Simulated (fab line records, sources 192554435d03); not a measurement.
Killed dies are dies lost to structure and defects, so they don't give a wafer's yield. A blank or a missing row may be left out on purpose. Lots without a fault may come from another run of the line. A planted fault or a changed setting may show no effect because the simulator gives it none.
fab line records | flow n5_finfet
record lots=7 wafers=39
route steps=1938 shown PMOS_HMC_CHANNEL_EPI@64 SD_EPI_N@279 MOL_CONTACT_COAG@559 BEOL_M1@754 BEOL_M2@841
start_h: hours from the record's first day to the start of the lot's first wafer shown | wait_h: hours since the lot's step before | " the same as in the row above | L1.1+2: a row that stands for several wafers | - no value, or no start given | * or withheld: withheld | < > ~ a bound
route shown NAME@n: a module of which the file shows steps, and the number in the route of the first | usual: mean/standard deviation of fault-free wafers | same: alike in all rows | chamber/n: place in a boat | sites: the reading at each site | _std_site: their standard deviation | _edge_site: outer sites' mean less inner sites' | radius_mm: how far each site lies from the wafer's centre | mask NAME#n: copy n | behind: the tool/chamber that last shaped the wafer | hold: why the lot was held/for how many hours/how that ended | device: the transistor (n, p or np) that didn't switch | end of line: the same wafers' tests at the end of the route | a step without rows: its recipe alone | killed: dies lost to structure and defects at the first sort, not the wafer's yield | map: a wafer's dies, x killed, . not, _ none there
set.NAME: the setting as run; set.NAME@STEP: as run at that earlier step | model.NAME: the simulator's own value behind a step, which no gauge read
lots whose settings were changed on purpose; a table a step, a row a wafer
## steps
# step N5_PMOS_HMC_CHANNEL_EPI_DEVELOP_08
# recipe develop_time_s=30 developer=TMAH resist=CAR-ArF-block dev_temp_c=23 rinse_liquid=diw dry=air_spin
# columns lot.wafer tool chamber start_h wait_h set.develop_time_s
L074.1+3+6 litho_track-05 0 - - 20.27
L074.2+4+5 " 0 " " 30
L081.1+3+6 litho_track-05 0 - - 30
L081.2+4+5 " 0 " " 19.29
L085.3+4+6 litho_track-01 0 - - 30
L086.1+3+6 litho_track-05 0 - - 18.92
L086.2+4+5 " 0 " " 30
L087.1+5+6 litho_track-05 0 - - 30
L087.2+3+4 " 0 " " 36.23
L088.1+2+3 litho_track-04 0 - - 30
L088.4+5+6 " 0 " " 41.07
L091.1+3+5 litho_track-01 0 - - 30
L091.2+4+6 " 0 " " 47.29
# step N5_PMOS_HMC_CHANNEL_EPI_CD_MEAS_09
# recipe target_cd_nm=237.4 landing_energy_ev=500 detector=se_inlens
# usual cd_nm=237.6/0.77
# columns lot.wafer tool chamber start_h wait_h set.develop_time_s@PMOS_HMC_CHANNEL_EPI_DEVELOP_08 cd_nm
L074.1 cd_sem-03 0 17.30 - 20.27 235.7
L074.2 " 0 " " 30 238.6
L074.3 " 0 " " 20.27 235.7
L074.4 " 0 " " 30 238.4
L074.5 " 0 " " 30 238.1
L074.6 " 0 " " 20.27 236.4
L081.1 cd_sem-01 0 59.70 - 30 237.8
L081.2 " 0 " " 19.29 234.9
L081.3 " 0 " " 30 237.9
L081.4 " 0 " " 19.29 234.5
L081.5 " 0 " " 19.29 235.2
L081.6 " 0 " " 30 237.9
L085.3 cd_sem-01 0 83.28 - 30 236.5
L085.4 " 0 " " 30 237.2
L085.6 " 0 " " 30 237.5
L086.1 cd_sem-02 0 89.57 - 18.92 235.4
L086.2 " 0 " " 30 238.6
L086.3 " 0 " " 18.92 235.3
L086.4 " 0 " " 30 238.7
L086.5 " 0 " " 30 239.3
L086.6 " 0 " " 18.92 237.2
L087.1 cd_sem-01 0 95.68 - 30 237.9
L087.2 " 0 " " 36.23 238.8
L087.3 " 0 " " 36.23 239.2
L087.4 " 0 " " 36.23 238.2
L087.5 " 0 " " 30 238.7
L087.6 " 0 " " 30 238.1
L088.1 cd_sem-03 0 101.67 - 30 237.5
L088.2 " 0 " " 30 237.3
L088.3 " 0 " " 30 238.4
L088.4 " 0 " " 41.07 239.5
L088.5 " 0 " " 41.07 240.3
L088.6 " 0 " " 41.07 240.0
L091.1 cd_sem-01 0 119.78 - 30 235.9
L091.2 " 0 " " 47.29 240.3
L091.3 " 0 " " 30 237.4
L091.4 " 0 " " 47.29 240.4
L091.5 " 0 " " 30 237.4
L091.6 " 0 " " 47.29 239.6
# step N5_PMOS_HMC_CHANNEL_EPI_DESCUM_14
# recipe chemistry=O2 time_s=7.9 source_power_w=50 bias_power_w=20 pressure_mtorr=20 rf_frequency_hz=2.712e+07 temp_c=40 resist=CAR-ArF-block o2_flow_sccm=225
# columns lot.wafer tool chamber start_h wait_h set.develop_time_s@PMOS_HMC_CHANNEL_EPI_DEVELOP_08 model.PMOS_HMC_CHANNEL_EPI.cd_nm
L074.1 rie_diel-04 0 17.39 0.0 20.27 235.8
L074.2+4 " 1,2 " " 30 238.5
L074.3 " 3 " " 20.27 235.7
L074.5 " 0 " " 30 237.6
L074.6 " 1 " " 20.27 236.4
L081.1 rie_diel-06 1 59.79 0.0 30 238
L081.2+5 " 0,2 " " 19.29 235
L081.3 " 3 " " 30 237.8
L081.4 " 2 " " 19.29 234.4
L081.6 " 1 " " 30 237.9
L085.3 rie_diel-04 3 83.37 0.0 30 236.5
L085.4+6 " 1,3 " " 30 237.3
L086.1 rie_diel-04 0 89.88 0.3 18.92 235.8
L086.2 " 3 " " 30 238.7
L086.3 " 1 " " 18.92 235.2
L086.4 " 2 " " 30 238.6
L086.5 " 2 " " 30 239.2
L086.6 " 1 " " 18.92 237
L087.1 rie_diel-06 2 95.76 0.0 30 238
L087.2 " 3 " " 36.23 238.8
L087.3 " 0 " " 36.23 239.7
L087.4 " 3 " " 36.23 238.2
L087.5 " 2 " " 30 238.9
L087.6 " 0 " " 30 238.4
L088.1 rie_diel-06 0 101.75 0.0 30 237.5
L088.2 " 3 " " 30 237.7
L088.3 " 2 " " 30 238.4
L088.4 " 2 " " 41.07 239.7
L088.5 " 0 " " 41.07 240.4
L088.6 " 3 " " 41.07 240.1
L091.1 rie_diel-06 0 119.92 0.1 30 236.1
L091.2 " 1 " " 47.29 240.3
L091.3 " 3 " " 30 237.4
L091.4 " 3 " " 47.29 240.5
L091.5 " 0 " " 30 237.8
L091.6 " 1 " " 47.29 239.5
# step N5_SD_EPI_N_ETCH_16
# recipe chemistry=CHF3/O2 target=SiO2 target_depth_a=50 mask_material=SOC pressure_mtorr=30 source_w=650 bias_w=170 Ar_flow_sccm=200 CHF3_flow_sccm=50 O2_flow_sccm=5 ion_energy_ev=200
# columns lot.wafer tool chamber start_h wait_h set.target_depth_a model.etch.depth_nm model.SiARC_of_SD_EPI_N_COAT_33.thk_nm
L074.1 rie_diel-02 0 51.74 0.1 50 4.99 12.8
L074.2 " 3 " " 50 5.04 12.4
L074.3 " 2 " " 50 4.918 12.8
L074.4+5 " 1,0 " " 50 4.984 12.6
L074.6 " 1 " " 50 4.982 12.6
L081.1 rie_diel-05 1 92.87 0.1 50 4.94 13
L081.2 " 3 " " 50 4.969 12.4
L081.3 " 2 " " 50 5.005 12.4
L081.4 " 0 " " 50 4.999 12.4
L081.5 " 1 " " 50 4.916 13
L081.6 " 2 " " 50 4.993 12.4
L085.3 rie_diel-02 2 115.33 0.1 50 4.921 12.8
L085.4 " 3 " " 50 5.013 12.6
L085.6 " 2 " " 50 4.901 13
L086.1 rie_diel-02 2 123.13 0.1 79.28 7.663 11
L086.2 " 1 " " 50 4.921 12.8
L086.3 " 0 " " 79.28 7.716 10.8
L086.4 " 3 " " 79.28 7.907 10.6
L086.5 " 0 " " 50 4.86 12.8
L086.6 " 1 " " 50 4.94 13
L087.1 rie_diel-05 0 125.98 0.1 33.9 3.353 13.2
L087.2 " 2 " " 33.9 3.369 13.4
L087.3 " 1 " " 50 4.885 12.8
L087.4 " 3 " " 50 4.938 12.2
L087.5 " 1 " " 50 4.898 13
L087.6 " 0 " " 33.9 3.363 13.4
L088.1 rie_diel-05 0 134.84 0.1 78.54 7.814 10.4
L088.2 " 1 " " 50 4.922 12.8
L088.3 " 2 " " 78.54 7.88 10.4
L088.4 " 0 " " 50 4.98 12.4
L088.5 " 2 " " 78.54 7.852 10.2
L088.6 " 1 " " 50 4.904 12.8
L091.1 rie_diel-01 0 151.75 0.1 50 4.933 12.4
L091.2 " 1 " " 50 4.945 12.2
L091.3 " 3 " " 50 4.82 13
L091.4 " 2 " " 50 4.851 12.8
L091.5 " 3 " " 50 4.789 12.8
L091.6 " 0 " " 50 4.957 12.4
# step N5_MOL_CONTACT_COAG_ALD_27
# recipe material=SiOC target_thk_a=170 temp_c=400 ald_precursor_family=carbosiloxane ald_co_reactant=H2-plasma pulse_time_s=1.5 time_s=2720 purge_time_s=2 co_reactant_purge_time_s=2 ald_cycles=340 pressure_torr=2
# columns lot.wafer tool chamber start_h wait_h set.ald_cycles model.SiOC_of_MOL_CONTACT_COAG_ALD_27.thk_nm
L074.1+2+4 ald_sin-03 1,0,3 96.19 0.0 426 21.2
L074.3+5+6 " 2,0,1 " " 340 17
L081.1+2 ald_sin-03 1,0 138.06 0.0 340 17
L081.3+4+6 " 3,2,3 " " 244 12.2
L081.5 " 2 " " 340 17.2
L085.3+4+6 ald_sin-04 2,1,1 162.69 0.0 340 17
L086.1+4 ald_sin-04 0,2 168.44 0.0 340 17
L086.2+3 " 3,1 " " 248 12.6
L086.5 " 3 " " 340 17.2
L086.6 " 0 " " 248 12.4
L087.1+3+6 ald_sin-03 2,1,0 171.55 0.1 452 22.6
L087.2+4+5 " 3,0,1 " " 340 17
L088.1 ald_sin-03 3 181.97 0.4 340 16.8
L088.2+3+4+5+6 " 0,1,2,0,1 " " 340 17
L091.1+2 ald_sin-04 2,0 195.74 0.1 537 26.8
L091.3 " 1 " " 537 27
L091.4 " 3 " " 340 17.2
L091.5+6 " 0,3 " " 340 17
# step N5_BEOL_M1_HM_DEP_02
# recipe material=TiN target_thk_a=200 temp_c=25 chamber_pressure_pa=0.49996
# columns lot.wafer tool chamber start_h wait_h set.target_thk_a model.TiN_of_BEOL_M1_HM_DEP_02.thk_nm
L074.1+4+6 pvd_sputter-01 - 121.21 2.2 200 20.2
L074.2 " - " " 234.2 23.6
L074.3+5 " - " " 234.2 23.8
L081.1+2+3+4+5+6 pvd_sputter-01 - 162.75 0.5 200 19.8
L085.3 pvd_sputter-02 - 185.06 0.8 200 20.8
L085.4 " - " " 200 20.4
L085.6 " - " " 200 20.6
L087.1+4 pvd_sputter-01 - 206.49 2.4 110.2 10.8
L087.2 " - " " 110.2 11
L087.3 " - " " 200 19.8
L087.5+6 " - " " 200 19.6
L086.1 pvd_sputter-01 - 206.59 2.3 200 20.4
L086.2+3+4+5+6 " - " " 200 20.2
L088.1+3 pvd_sputter-02 - 215.45 1.0 264.7 26.6
L088.2+6 " - " " 200 20.2
L088.4 " - " " 264.7 26.4
L088.5 " - " " 200 20
L091.1+3 pvd_sputter-03 - 221.81 0.8 200 20
L091.2 " - " " 305.8 30.4
L091.4 " - " " 200 19.8
L091.5+6 " - " " 305.8 30.6
# step N5_BEOL_M1_COAT_61
# recipe resist=SOC temp_c=250 time_s=60 spin_rpm=1500 resist_thk_nm=60
# step N5_BEOL_M1_COAT_62
# recipe resist=SiARC temp_c=220 time_s=60 spin_rpm=1500 resist_thk_nm=12
# step N5_BEOL_M1_STRIP_75
# recipe chemistry=N2/H2 temp_c=40 n2_flow_sccm=200 h2_flow_sccm=200 rf_frequency_hz=6e+07
# step N5_BEOL_M1_STRIP_66
# recipe chemistry=CF4 resist=SiARC power_w=300 bias_power_w=75 pressure_mtorr=50 cf4_flow_sccm=150 rf_frequency_hz=6e+07
# step N5_BEOL_M1_HM_OPEN_17
# recipe chemistry=Cl2/BCl3 target_depth_a=200 overetch_a=60 target=TiN mask_material=SOC ion_energy_ev=150 pressure_mtorr=10 icp_w=1000 bias_w=126 Cl2_flow_sccm=53.25 bcl3_flow_sccm=21.75 Ar_flow_sccm=25
# columns lot.wafer tool chamber start_h wait_h set.target_thk_a@BEOL_M1_HM_DEP_02 model.etch.depth_nm
L074.1 rie_metal-02 0 121.97 0.0 200 20.21
L074.2 " 1 " " 234.2 23.66
L074.3 " 0 " " 234.2 23.76
L074.4 " 1 " " 200 20.25
L074.5 " 1 " " 234.2 23.79
L074.6 " 0 " " 200 20.11
L081.1 rie_metal-02 0 163.51 0.0 200 19.81
L081.2 " 1 " " 200 19.87
L081.3 " 0 " " 200 19.9
L081.4 " 1 " " 200 19.78
L081.5 " 0 " " 200 19.84
L081.6 " 1 " " 200 19.82
L085.3 rie_metal-02 0 186.01 0.1 200 20.71
L085.4 " 0 " " 200 20.34
L085.6 " 0 " " 200 20.51
L087.1 rie_metal-03 1 207.42 0.0 110.2 10.81
L087.2 " 0 " " 110.2 10.98
L087.3 " 0 " " 200 19.73
L087.4 " 1 " " 110.2 10.72
L087.5 " 0 " " 200 19.65
L087.6 " 1 " " 200 19.64
L086.1 rie_metal-03 0 207.70 0.0 200 20.32
L086.2 " 1 " " 200 20.14
L086.3 " 0 " " 200 20.16
L086.4 " 1 " " 200 20.15
L086.5 " 0 " " 200 20.22
L086.6 " 1 " " 200 20.17
L088.1 rie_metal-02 0 216.38 0.0 264.7 25.8
L088.2+6 " 1 " " 200 20.21
L088.3 " 0 " " 264.7 25.67
L088.4 " 1 " " 264.7 26.38
L088.5 " 0 " " 200 20.02
L091.1 rie_metal-01 0 222.57 0.0 200 20.09
L091.2 " 1 " " 305.8 26.02
L091.3 " 0 " " 200 20.03
L091.4 " 1 " " 200 19.72
L091.5 " 1 " " 305.8 26.21
L091.6 " 0 " " 305.8 26.47
# step N5_BEOL_M1_STRIP_19
# recipe chemistry=O2 power_w=400 temp_c=40 pressure_mtorr=30 rf_frequency_hz=6e+07 bias_power_w=0 overash_fraction=0.2 o2_flow_sccm=225
# step N5_BEOL_M1_ETCH_41
# recipe chemistry=CH3F/O2 target=SiCN target_depth_a=319 taper_deg=2 time_s=57.8 ion_energy_ev=120 mask_material=TiN pressure_mtorr=30 source_w=395 bias_w=75 Ar_flow_sccm=150 CH3F_flow_sccm=30 O2_flow_sccm=20
# step N5_BEOL_M1_STRIP_97
# recipe chemistry=N2/H2 time_s=10 power_w=450 temp_c=40 pressure_mtorr=20 rf_frequency_hz=6e+07 bias_power_w=7 n2_flow_sccm=200 h2_flow_sccm=200
# step N5_BEOL_M1_OCD_MEAS_38
# usual trench_depth_nm=55.1/0.83
# columns lot.wafer tool chamber start_h wait_h set.target_thk_a@BEOL_M1_HM_DEP_02 trench_depth_nm
L074.1 ocd-02 - 125.01 - 200 55.3
L074.2 " - " " 234.2 54.9
L074.3 " - " " 234.2 56.5
L074.4 " - " " 200 54.3
L074.5 " - " " 234.2 56.6
L074.6 " - " " 200 53.8
L081.1 ocd-02 - 173.91 - 200 54.8
L081.2 " - " " 200 54.5
L081.3 " - " " 200 54.8
L081.4 " - " " 200 55.2
L081.5 " - " " 200 55.7
L081.6 " - " " 200 54.8
L085.3 ocd-01 - 188.62 - 200 56.1
L085.4 " - " " 200 54.7
L085.6 " - " " 200 54.1
L087.1 ocd-02 - 212.41 - 110.2 54.6
L087.2 " - " " 110.2 55.3
L087.3 " - " " 200 55.5
L087.4 " - " " 110.2 55.1
L087.5 " - " " 200 54.5
L087.6 " - " " 200 54.9
L086.1 ocd-02 - 213.92 - 200 55.3
L086.2 " - " " 200 54.5
L086.3 " - " " 200 56.7
L086.4 " - " " 200 56.1
L086.5 " - " " 200 54.6
L086.6 " - " " 200 56.6
L088.1 ocd-02 - 218.29 - 264.7 53.4
L088.2 " - " " 200 53.8
L088.3 " - " " 264.7 50.8
L088.4 " - " " 264.7 55.0
L088.5 " - " " 200 55.2
L088.6 " - " " 200 54.8
L091.1 ocd-01 - 230.99 - 200 54.1
L091.2 " - " " 305.8 1.2
L091.3 " - " " 200 56.3
L091.4 " - " " 200 55.8
L091.5 " - " " 305.8 2.2
L091.6 " - " " 305.8 3.5
# step N5_BEOL_M2_ILD_DEP_00
# recipe material=SiOC target_thk_a=790 temp_c=350 precursor=DEMS/O2 pressure_torr=5 rf_w=500 time_s=15.3
# columns lot.wafer tool chamber start_h wait_h set.time_s model.SiOC_of_BEOL_M2_ILD_DEP_00.thk_nm
L074.1+6 pecvd-04 1,0 129.71 0.0 15.3 78.8
L074.2 " 0 " " 23.02 117
L074.3 " 2 " " 23.02 116.4
L074.4 " 2 " " 23.02 118.6
L074.5 " 1 " " 15.3 79.2
L081.1 pecvd-03 0 177.93 0.0 15.3 78.6
L081.2 " 1 " " 24.07 123.4
L081.3 " 2 " " 15.3 78.8
L081.4 " 0 " " 15.3 79.4
L081.5+6 " 1,2 " " 24.07 124
L085.3 pecvd-04 2 192.77 0.1 15.3 78.2
L085.4 " 1 " " 15.3 79.4
L085.6 " 2 " " 15.3 79.6
L087.1+5 pecvd-03 0,1 216.60 0.0 19.55 99.8
L087.2 " 1 " " 15.3 77.6
L087.3 " 1 " " 15.3 78.8
L087.4 " 0 " " 15.3 79.8
L087.6 " 0 " " 19.55 100
L086.1 pecvd-04 2 219.03 0.0 18.35 92.2
L086.2 " 0 " " 15.3 77.4
L086.3 " 1 " " 18.35 93
L086.4+5 " 1,0 " " 15.3 78.6
L086.6 " 2 " " 18.35 94
L088.1 pecvd-03 0 222.34 0.0 8.147 41.4
L088.2 " 0 " " 15.3 80
L088.3 " 0 " " 15.3 78.4
L088.4 " 0 " " 8.147 43.6
L088.5 " 0 " " 8.147 43.2
L088.6 " 0 " " 15.3 79
L091.1 pecvd-01 1 235.06 0.0 19.08 97.8
L091.2 " 2 " " 15.3 79.6
L091.3 " 0 " " 19.08 97.2
L091.4 " 2 " " 15.3 80.6
L091.5 " 1 " " 19.08 99.6
L091.6 " 0 " " 15.3 80
# step N5_BEOL_M2_THK_MEAS_01
# recipe reads=SiOC_of_BEOL_M2_ILD_DEP_00
# usual M2_ILD_THK=78.9/1.2
# columns lot.wafer tool chamber start_h wait_h set.time_s@BEOL_M2_ILD_DEP_00 M2_ILD_THK[nm]
L074.1 film_metro-01 - 129.77 0.0 15.3 78.8
L074.2 " - " " 23.02 116.9
L074.3 " - " " 23.02 116.4
L074.4 " - " " 23.02 118.6
L074.5 " - " " 15.3 79.1
L074.6 " - " " 15.3 78.9
L081.1 film_metro-01 - 178.00 0.0 15.3 78.6
L081.2 " - " " 24.07 123.3
L081.3 " - " " 15.3 78.7
L081.4 " - " " 15.3 79.4
L081.5 " - " " 24.07 124.0
L081.6 " - " " 24.07 124.0
L085.3 film_metro-02 - 192.84 0.1 15.3 78.1
L085.4 " - " " 15.3 79.5
L085.6 " - " " 15.3 79.6
L087.1 film_metro-01 - 216.69 0.1 19.55 99.7
L087.2 " - " " 15.3 77.7
L087.3 " - " " 15.3 78.7
L087.4 " - " " 15.3 79.8
L087.5 " - " " 19.55 99.9
L087.6 " - " " 19.55 99.9
L086.1 film_metro-02 - 219.09 0.0 18.35 92.2
L086.2 " - " " 15.3 77.3
L086.3 " - " " 18.35 93.0
L086.4 " - " " 15.3 78.6
L086.5 " - " " 15.3 78.6
L086.6 " - " " 18.35 94.0
L088.1 film_metro-01 - 222.48 0.1 8.147 41.4
L088.2 " - " " 15.3 79.9
L088.3 " - " " 15.3 78.4
L088.4 " - " " 8.147 43.6
L088.5 " - " " 8.147 43.2
L088.6 " - " " 15.3 79.0
L091.1 film_metro-02 - 235.13 0.0 19.08 97.7
L091.2 " - " " 15.3 79.6
L091.3 " - " " 19.08 97.2
L091.4 " - " " 15.3 80.6
L091.5 " - " " 19.08 99.6
L091.6 " - " " 15.3 79.9
## key
split step=N5_PMOS_HMC_CHANNEL_EPI_DEVELOP_08 setting=develop_time_s stated=30 by=wafer
response step=N5_PMOS_HMC_CHANNEL_EPI_CD_MEAS_09 reading=cd_nm change=+0.0646 per=1% r=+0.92
response step=N5_PMOS_HMC_CHANNEL_EPI_DESCUM_14 reading=model.PMOS_HMC_CHANNEL_EPI.cd_nm change=+0.0627 per=1% r=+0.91
split step=N5_SD_EPI_N_ETCH_16 setting=target_depth_a stated=50 by=wafer
response step=N5_SD_EPI_N_ETCH_16 reading=model.etch.depth_nm change=+0.0496 per=1% r=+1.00
response step=N5_SD_EPI_N_ETCH_16 reading=model.SiARC_of_SD_EPI_N_COAT_33.thk_nm change=-0.0357 per=1% r=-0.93
split step=N5_MOL_CONTACT_COAG_ALD_27 setting=ald_cycles stated=340 by=wafer
response step=N5_MOL_CONTACT_COAG_ALD_27 reading=model.SiOC_of_MOL_CONTACT_COAG_ALD_27.thk_nm change=+0.169 per=1% r=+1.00
split step=N5_BEOL_M1_HM_DEP_02 setting=target_thk_a stated=200 by=wafer
response step=N5_BEOL_M1_HM_DEP_02 reading=model.TiN_of_BEOL_M1_HM_DEP_02.thk_nm change=+0.199 per=1% r=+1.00
response step=N5_BEOL_M1_HM_OPEN_17 reading=model.etch.depth_nm change=+0.159 per=1% r=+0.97
response step=N5_BEOL_M1_OCD_MEAS_38 reading=trench_depth_nm shape=bent at_lowest=55.0 at_stated=55.1 at_highest=2.3
split step=N5_BEOL_M2_ILD_DEP_00 setting=time_s stated=15.3 by=wafer
response step=N5_BEOL_M2_ILD_DEP_00 reading=model.SiOC_of_BEOL_M2_ILD_DEP_00.thk_nm change=+0.77 per=1% r=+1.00
response step=N5_BEOL_M2_THK_MEAS_01 reading=M2_ILD_THK change=+0.769 per=1% r=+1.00
